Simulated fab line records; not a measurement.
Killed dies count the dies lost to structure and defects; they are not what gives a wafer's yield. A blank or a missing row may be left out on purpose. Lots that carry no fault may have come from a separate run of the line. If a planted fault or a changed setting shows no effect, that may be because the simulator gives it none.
Chamber matching | flow nand-harc | rie-diel-05 running NHARC_P_ZERO_WELL_DESCUM_13: 4 sister chambers
The step chemistry O2, time 3 s. 4 wafers are shown with their chamber, then 7 later ones without.

## WAFERS PAIRED WITH THEIR CHAMBERS
wafer  | chamber | oes-product-au (a.u.)
L467.1 | 2       | 1.008
L467.6 | 0       | 0.998
L469.1 | 3       | 1.032
L469.3 | 1       | 0.984

## WAFERS MISSING THEIR CHAMBER
wafer  | oes-product-au (a.u.)
L469.6 | 0.991
L474.2 | 1.009
L474.5 | 0.996
L474.6 | 1.001
L475.2 | 1.005
L475.4 | 0.998
L475.5 | 1.006

## THE CHAMBER EACH PASSED THROUGH
wafer  | from the rows above     | in truth
L469.6 | can't be placed: 0 or 1 | 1
L474.2 | 2                       | 2
L474.5 | 0                       | 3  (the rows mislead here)
L474.6 | can't be placed: 0 or 2 | 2
L475.2 | can't be placed: 2 or 0 | 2
L475.4 | 0                       | 0
L475.5 | can't be placed: 2 or 0 | 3
Correct placement for 2 of the 7. Not placeable from these rows: 4 (in 3, the candidates include the true chamber). 1 placed wrongly.
How it was worked out, from the rows above alone: a wafer's distance from a chamber is the root of the sum, over the readings, of the square of ((its reading less the chamber's mean) divided by the reading's scatter). If the next closest chamber is less than 2 further off than the closest, the wafer can't be placed; otherwise it belongs to the closest. The mean given for a chamber averages the wafers shown for that chamber. The scatter: root of mean squared gap, hidden wafer to nearest shown wafer, with one shown wafer a chamber.
